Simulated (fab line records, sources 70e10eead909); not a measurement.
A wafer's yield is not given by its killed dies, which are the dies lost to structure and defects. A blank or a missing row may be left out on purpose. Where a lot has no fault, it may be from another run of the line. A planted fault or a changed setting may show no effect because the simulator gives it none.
fab line records    flow nand_harc
[record] lots = 11  wafers = 33  last_day = 33
route steps=1302 shown A_CHANNEL_HOLE_D1@476 A_CHANNEL_FILL_D1@517 A_DECK1_JOINT@518 END@1302
lots that met no fault: from a run of the same line without faults
start_h: the number of hours between the record's first day and the start of the first shown wafer of the lot    wait_h: how many hours have passed since the lot's step before this one    " same as the row above    L1.1+2: a row that stands for several wafers    - value missing, or start not given    * or withheld: withheld    < > ~ a bound
route shown NAME@n: NAME is a module with steps in the file, n the number in the route of the first one    usual: mean and standard deviation over wafers with no fault    same: alike in all rows    chamber/n: place in a boat    sites: per-site readings    _std_site: how widely they spread, as a standard deviation    _edge_site: the outer-site mean with the inner-site mean subtracted    radius_mm: for every site, how far away it sits from the centre of the wafer    mask NAME#n: copy n    behind: tool/chamber where the wafer was last shaped    hold: the reason the lot was held/the length of the hold in hours/how it ended    device: whichever transistor did not switch (one of n, p or np)    end of line: tests of these same wafers at the route's end    a step without rows: its recipe alone    killed: dies that structure and defects cost at the first sort, which is not the same as the wafer's yield    map: the dies of a wafer, with x for killed, . for not killed, _ for no die there
set.NAME: the setting the step ran with; set.NAME@STEP: the setting that earlier step ran with    model.NAME: the simulator's own value behind a step, which no gauge read
a sample of lots followed through the steps of the route, with each step as a table and each wafer as a row
services: when a tool's chamber went out of use (start_h, in hours from the record's first day, below 0 if earlier), for how many hours, and the reason
[[steps]]
[step NHARC_A_CHANNEL_HOLE_D1_ETCH_24]
[recipe] bias_v = 5000  source_w = withheld  pressure_mtorr = 20  time_s = 906.2  ar_flow_sccm = 375  c4f8_flow_sccm = 93.8  o2_flow_sccm = 31.2  temp_c = -20  target_depth_a = 15000  chemistry = C4F8/O2/Ar
[usual] drypump_motor_current_A = 5.9/0.46  he_backside_leak_sccm = 6.5/0.98  showerhead_plenum_p_Torr = 3.68/0.11  throttle_valve_pct = 32.236/0.0095
lot.wafer  tool         chamber  start_h  wait_h  drypump_motor_current_A  he_backside_leak_sccm  rf_hours_counter_h  showerhead_plenum_p_Torr  throttle_valve_pct
L494.4     har_etch-01  0        214.42   0.6     6.4                      6.5                    -                   3.72                      32.240
L494.3     "            1        "        "       6.1                      5.4                    -                   3.72                      32.220
L494.5     "            1        "        "       6.1                      5.6                    -                   3.72                      32.245
L495.2     har_etch-01  0        220.04   0.6     6.3                      6.3                    105                 3.72                      32.238
L495.3     "            0        "        "       6.4                      6.1                    -                   3.72                      32.234
L495.6     "            0        "        "       6.4                      6.3                    -                   3.72                      32.230
L503.2     har_etch-01  1        307.74   0.6     6.1                      6.1                    151                 3.69                      32.245
L503.4     "            1        "        "       6.1                      6.4                    -                   3.69                      32.223
L503.3     "            0        "        "       6.3                      6.5                    -                   3.69                      32.233
L505.3     har_etch-01  0        337.76   0.6     6.4                      7.0                    -                   3.68                      32.218
L505.4     "            1        "        "       6.1                      6.0                    -                   3.68                      32.228
L505.6     "            1        "        "       6.1                      5.7                    -                   3.68                      32.248
L506.4     har_etch-02  0        338.28   0.6     5.2                      7.6                    -                   3.58                      32.234
L506.5     "            1        "        "       6.1                      7.9                    -                   3.56                      32.227
L506.6     "            0        "        "       5.1                      7.8                    -                   3.58                      32.226
L508.2     har_etch-02  1        348.83   0.6     6.1                      7.7                    398                 3.56                      32.236
L508.3     "            1        "        "       6.1                      7.7                    -                   3.56                      32.226
L508.5     "            0        "        "       5.1                      7.6                    -                   3.57                      32.234
L507.1     har_etch-01  1        349.74   0.6     6.1                      5.7                    182                 3.68                      32.234
L507.4     "            1        "        "       6.1                      5.6                    -                   3.68                      32.219
L507.6     "            1        "        "       6.1                      7.5                    -                   3.68                      32.239
L509.3     har_etch-01  1        365.49   0.6     6.1                      6.4                    -                   3.67                      32.233
L509.4     "            0        "        "       6.4                      6.9                    -                   3.67                      32.245
L509.5     "            1        "        "       6.1                      6.4                    -                   3.67                      32.223
L510.1     har_etch-02  1        369.50   0.6     6.1                      7.6                    414                 3.55                      32.238
L510.2     "            0        "        "       5.1                      7.5                    398                 3.56                      32.228
L510.3     "            0        "        "       5.1                      7.6                    -                   3.56                      32.239
L513.2     har_etch-02  0        408.62   0.6     5.1                      4.6                    14                  3.92                      32.236
L513.3     "            0        "        "       5.1                      4.6                    -                   3.92                      32.247
L513.6     "            0        "        "       5.1                      4.5                    -                   3.92                      32.227
L514.3     har_etch-01  0        412.84   0.6     6.4                      6.6                    -                   3.66                      32.237
L514.5     "            1        "        "       6.1                      6.0                    -                   3.66                      32.234
L514.6     "            0        "        "       6.4                      6.9                    -                   3.66                      32.224
[step NHARC_A_CHANNEL_FILL_D1_INSPECT_13]
[usual] raw_defect_count = 308/140
lot.wafer  tool               chamber  start_h  wait_h  raw_defect_count
L494.3     defect_inspect-02  -        269.32   0.0     230
L494.4     "                  -        "        "       424
L494.5     "                  -        "        "       416
L495.2     defect_inspect-01  -        272.22   0.0     402
L495.3     "                  -        "        "       168
L495.6     "                  -        "        "       229
L503.2     defect_inspect-02  -        359.69   0.0     444
L503.3     "                  -        "        "       271
L503.4     "                  -        "        "       228
L505.3     defect_inspect-01  -        389.70   0.0     305
L505.4     "                  -        "        "       184
L505.6     "                  -        "        "       353
L506.4     defect_inspect-02  -        389.70   0.0     314
L506.5     "                  -        "        "       370
L506.6     "                  -        "        "       320
L508.2     defect_inspect-02  -        401.48   0.0     347
L508.3     "                  -        "        "       231
L508.5     "                  -        "        "       298
L507.1     defect_inspect-01  -        401.49   0.0     210
L507.4     "                  -        "        "       212
L507.6     "                  -        "        "       291
L509.3     defect_inspect-01  -        421.79   0.0     352
L509.4     "                  -        "        "       221
L509.5     "                  -        "        "       393
L510.1     defect_inspect-01  -        425.44   0.0     309
L510.2     "                  -        "        "       695
L510.3     "                  -        "        "       264
L513.2     defect_inspect-02  -        461.11   0.0     179
L513.3     "                  -        "        "       324
L513.6     "                  -        "        "       284
L514.3     defect_inspect-02  -        464.77   0.0     215
L514.5     "                  -        "        "       294
L514.6     "                  -        "        "       381
[step NHARC_A_DECK1_JOINT_ETCHBACK_07]
[recipe] target_depth_a = 1050  time_s = 26.9  hbr_flow_sccm = 150  rf_w = 350  icp_w = 350  bias_w = 60  chemistry = HBr
[usual] drypump_motor_current_A = 5.6/0.35  he_backside_leak_sccm = 2.7/0.35  oes_product_au = 1.002/0.0071  rf_fwd_power_W = 344.9/1.9  run_length_s = 48.1/0.5  throttle_valve_pct = 23.267/0.0094
lot.wafer  tool       chamber  start_h  wait_h  drypump_motor_current_A  he_backside_leak_sccm  oes_product_au  rf_fwd_power_W  rf_hours_counter_h  run_length_s  throttle_valve_pct
L494.4     rie_si-05  3        269.38   0.1     5.8                      3.0                    1.005           348.5           1.0                 48.5          23.269
L494.3     "          0        "        "       5.0                      2.8                    0.991           343.7           0.8                 48.0          23.282
L494.5     "          3        "        "       5.8                      3.0                    1.005           347.0           -                   49.1          23.249
L495.3     rie_si-03  2        272.28   0.1     5.2                      2.6                    1.008           346.1           0.2                 48.9          23.275
L495.2     "          0        "        "       5.5                      2.6                    1.004           345.7           0.3                 47.9          23.247
L495.6     "          3        "        "       5.5                      2.7                    0.998           344.3           -                   48.5          23.269
L503.3     rie_si-05  0        359.75   0.1     5.0                      2.9                    1.003           343.3           0.2                 48.0          23.277
L503.4     "          1        "        "       5.2                      2.4                    1.005           345.4           0.3                 48.2          23.252
L503.2     "          3        "        "       5.7                      2.9                    1.008           346.4           0.3                 48.8          23.270
L505.4     rie_si-03  3        389.76   0.1     5.5                      2.7                    1.009           343.8           1.0                 48.7          23.277
L505.3     "          2        "        "       5.3                      2.6                    1.010           346.1           0.9                 48.9          23.273
L505.6     "          0        "        "       5.5                      2.8                    0.998           345.7           -                   47.8          23.280
L506.4     rie_si-05  3        389.78   0.1     5.8                      2.9                    1.005           343.7           0.4                 48.8          23.274
L506.6     "          2        "        "       5.9                      2.4                    1.002           342.7           -                   47.4          23.262
L506.5     "          3        "        "       5.7                      2.9                    1.010           344.4           -                   49.3          23.285
L507.4     rie_si-01  0        401.55   0.1     6.3                      3.0                    1.000           342.8           0.1                 47.6          23.261
L507.1     "          3        "        "       5.9                      2.6                    0.995           340.5           0.1                 47.9          23.271
L507.6     "          1        "        "       5.4                      2.3                    1.004           343.5           -                   47.6          23.267
L508.2     rie_si-05  3        401.56   0.1     5.7                      2.8                    1.011           345.4           0.5                 48.5          23.271
L508.3     "          1        "        "       5.1                      2.4                    1.004           345.5           0.6                 48.0          23.265
L508.5     "          2        "        "       5.9                      2.4                    1.002           344.4           -                   47.2          23.264
L509.3     rie_si-03  2        421.85   0.1     5.3                      2.7                    1.006           347.8           0.2                 48.1          23.252
L509.4     "          0        "        "       5.5                      2.8                    1.001           349.4           0.1                 47.8          23.260
L509.5     "          2        "        "       5.3                      2.6                    1.001           346.6           -                   48.2          23.268
L510.1     rie_si-05  3        425.51   0.1     5.8                      2.9                    1.008           346.5           0.7                 49.1          23.265
L510.3     "          0        "        "       5.0                      2.9                    1.011           344.2           0.6                 47.7          23.253
L510.2     "          1        "        "       5.1                      2.4                    1.008           345.3           0.7                 48.2          23.249
L513.2     rie_si-03  1        461.17   0.1     5.7                      2.4                    1.005           345.0           0.3                 47.9          23.287
L513.3     "          2        "        "       5.3                      2.5                    1.004           346.1           0.4                 48.1          23.262
L513.6     "          2        "        "       5.3                      2.4                    1.006           345.2           -                   48.6          23.263
L514.3     rie_si-01  2        464.85   0.1     5.7                      2.6                    1.007           345.8           0.5                 48.4          23.271
L514.5     "          0        "        "       6.3                      3.1                    1.002           345.0           -                   47.9          23.281
L514.6     "          1        "        "       5.4                      2.5                    1.007           342.0           -                   47.5          23.281
[step NHARC_A_DECK1_JOINT_ETCHBACK_00]
[recipe] target_depth_a = 300  time_s = 17.4  hbr_flow_sccm = 150  rf_w = 350  icp_w = 350  bias_w = 60  chemistry = HBr
[usual] drypump_motor_current_A = 5.6/0.33  he_backside_leak_sccm = 2.64/0.22  oes_product_au = 1.001/0.009  rf_fwd_power_W = 344.0/2.1  run_length_s = 38.5/0.44  throttle_valve_pct = 23.265/0.0099
lot.wafer  tool       chamber  start_h  wait_h  drypump_motor_current_A  he_backside_leak_sccm  oes_product_au  rf_fwd_power_W  rf_hours_counter_h  run_length_s  throttle_valve_pct
L494.4     rie_si-03  0        284.24   0.1     5.5                      2.55                   1.006           -               0.32                33.4          23.282
L494.3     "          1        "        "       5.7                      2.58                   0.992           -               0.29                33.7          23.252
L494.5     "          0        "        "       5.5                      2.72                   1.003           345.7           -                   38.2          23.269
L495.3     rie_si-03  0        290.06   0.1     5.6                      2.61                   1.007           -               0.38                33.6          23.274
L495.2     "          1        "        "       5.6                      2.49                   1.004           345.0           0.35                38.4          23.275
L495.6     "          0        "        "       5.5                      2.48                   1.021           346.1           -                   38.1          23.258
L503.2     rie_si-03  3        370.23   0.1     5.5                      2.62                   1.000           344.2           0.88                39.1          23.262
L503.3     "          0        "        "       5.5                      2.61                   1.005           347.5           0.91                38.3          23.261
L503.4     "          2        "        "       5.3                      2.64                   1.017           346.1           0.86                38.5          23.255
L506.4     rie_si-05  3        403.94   0.1     5.7                      2.76                   1.012           344.8           0.54                39.7          23.270
L506.5     "          3        "        "       5.7                      2.67                   1.007           344.2           -                   39.3          23.268
L506.6     "          0        "        "       5.0                      2.90                   1.002           345.1           -                   38.1          23.284
L505.4     rie_si-01  1        403.96   0.1     5.4                      2.30                   0.992           342.0           0.20                38.2          23.258
L505.3     "          3        "        "       5.9                      2.62                   0.996           340.9           0.15                38.2          23.268
L505.6     "          0        "        "       6.3                      2.94                   0.994           340.3           -                   38.2          23.262
L507.4     rie_si-01  2        412.22   0.1     5.7                      2.55                   0.995           347.2           0.19                38.2          23.268
L507.1     "          3        "        "       5.9                      3.94                   1.010           340.4           0.17                38.0          23.251
L507.6     "          2        "        "       5.7                      2.63                   1.004           346.3           -                   38.6          23.267
L508.3     rie_si-05  3        412.22   0.1     5.8                      2.96                   1.013           344.6           0.63                39.4          23.268
L508.2     "          1        "        "       5.1                      2.39                   1.003           342.7           0.68                39.1          23.278
L508.5     "          3        "        "       5.7                      2.95                   1.008           345.3           -                   39.1          23.279
L509.3     rie_si-03  3        433.33   0.1     5.5                      2.77                   1.017           344.0           0.23                39.0          23.272
L509.4     "          0        "        "       5.5                      2.58                   0.999           346.1           0.15                38.5          23.277
L509.5     "          2        "        "       5.3                      2.55                   1.001           344.2           -                   38.5          23.250
L510.1     rie_si-03  0        436.71   0.1     5.5                      2.63                   0.981           347.2           0.17                38.8          23.267
L510.2     "          1        "        "       5.7                      2.58                   0.991           343.5           0.19                38.5          23.261
L510.3     "          2        "        "       5.3                      2.57                   0.998           344.5           0.27                38.7          23.279
L513.3     rie_si-01  1        476.06   0.1     5.4                      2.38                   0.995           341.7           0.54                38.4          23.231
L513.2     "          2        "        "       5.7                      2.63                   0.997           343.9           0.59                38.2          23.252
L513.6     "          2        "        "       5.7                      2.55                   0.999           343.9           -                   38.0          23.245
L514.3     rie_si-03  2        476.10   0.1     5.3                      2.47                   1.012           345.9           0.49                38.5          23.251
L514.6     "          3        "        "       5.5                      2.70                   1.002           344.0           -                   38.9          23.282
L514.5     "          0        "        "       5.5                      2.94                   0.999           347.4           -                   38.6          23.281
[step NHARC_END_SORT_01]
[recipe] temp_c = 25
[usual] killed_at_array = 52/20  killed_at_other = 1.0/1.3  killed_at_periphery = 3.7/2.2  killed_dies = 57/20  killed_open = 3.2/1.6  killed_short = 2.4/1.6
[same] gross_dies = 677
lot.wafer  tool       chamber  start_h  wait_h  killed_at_array  killed_at_other  killed_at_periphery  killed_dies  killed_open  killed_short
L503.2     prober-02  0        682.10   2.8     31               1                5                    37           3            2
L503.3     prober-02  0        682.90   3.1     28               0                2                    30           9            0
L503.4     prober-02  0        683.69   3.4     29               1                3                    33           5            0
// killed by level:class
L503.2 A_CHANNEL_HOLE_D1:chamber_film_flake=8 A_CONTACT:chamber_film_flake=7 A_STAIRCASE:chamber_film_flake=6 P_GATE:chamber_film_flake=2 A_SLIT:chamber_film_flake=2 A_ONON_D1:geometric_particle:open=1 A_ONON_D2:geometric_particle:open=1 A_CHANNEL_FILL_D2:geometric_particle:short=1
L503.3 A_STAIRCASE:chamber_film_flake=8 A_CONTACT:chamber_film_flake=4 A_CHANNEL_HOLE_D1:chamber_film_flake=3 A_SLIT:chamber_film_flake=3 A_ONON_D1:geometric_particle:open=2 A_M0:geometric_particle:open=2 P_GATE:geometric_particle:open=1 A_DECK1_JOINT:geometric_particle:open=1
L503.4 A_STAIRCASE:chamber_film_flake=8 A_CHANNEL_HOLE_D1:chamber_film_flake=6 A_CONTACT:chamber_film_flake=5 P_STI:chamber_film_flake=2 A_SLIT:chamber_film_flake=2 A_SLIT:geometric_particle:open=1 A_WL_FILL:geometric_particle:open=1 A_CONTACT:geometric_particle:open=1
[[services]]
tool         chamber  start_h  hours  kind
rie_si-01    -        193.00   9.0    pm
rie_si-03    -        204.63   0.5    repair
rie_si-01    2        214.18   25.6   repair
rie_si-03    -        221.00   9.0    pm
rie_si-03    0        221.00   9.0    vent_cycle
rie_si-03    1        221.00   9.0    vent_cycle
rie_si-03    2        221.00   9.0    vent_cycle
rie_si-03    3        221.00   9.0    vent_cycle
rie_si-03    0        230.00   -      clean
rie_si-03    1        230.00   -      clean
rie_si-03    2        230.00   -      clean
rie_si-03    3        230.00   -      clean
rie_si-05    -        305.00   9.0    pm
rie_si-01    -        370.00   9.0    pm
har_etch-02  -        377.00   17.0   pm
rie_si-03    -        398.00   9.0    pm
rie_si-03    0        398.00   9.0    vent_cycle
rie_si-03    1        398.00   9.0    vent_cycle
rie_si-03    2        398.00   9.0    vent_cycle
rie_si-03    3        398.00   9.0    vent_cycle
rie_si-03    0        407.00   -      clean
rie_si-03    1        407.00   -      clean
rie_si-03    2        407.00   -      clean
rie_si-03    2        470.93   2.3    repair
[[key]]
[first_sign] step = NHARC_A_DECK1_JOINT_ETCHBACK_00  reading = run_length_s  direction = down  sigmas = 11  usual = *  struck = *
effect none on later readings
met_at NHARC_A_DECK1_JOINT_ETCHBACK_00
struck_lots L494,L495
struck_wafers L494.3,L494.4,L495.3
tester_left_out L494,L495
not_acting_at NHARC_A_CHANNEL_HOLE_D1_ETCH_24,NHARC_A_CHANNEL_FILL_D1_INSPECT_13,NHARC_A_DECK1_JOINT_ETCHBACK_07
[fault] kind = process_parameter_drift  tool = rie_si-03  chamber = -  onset_h = 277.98  steps = NHARC_A_DECK1_JOINT_ETCHBACK_00  channel = time_s  offset = *  shape = step  end_h = 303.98  scope = struck_wafers_only  acts_in = *  stated = *
// tester_left_out: of these lots the tester's yield and bins aren't shown, on N5 and GAA mostly nor the transistor test; their killed dies are dies lost to structure and defects alone, not to doping, threshold or leakage, so they don't give the yield
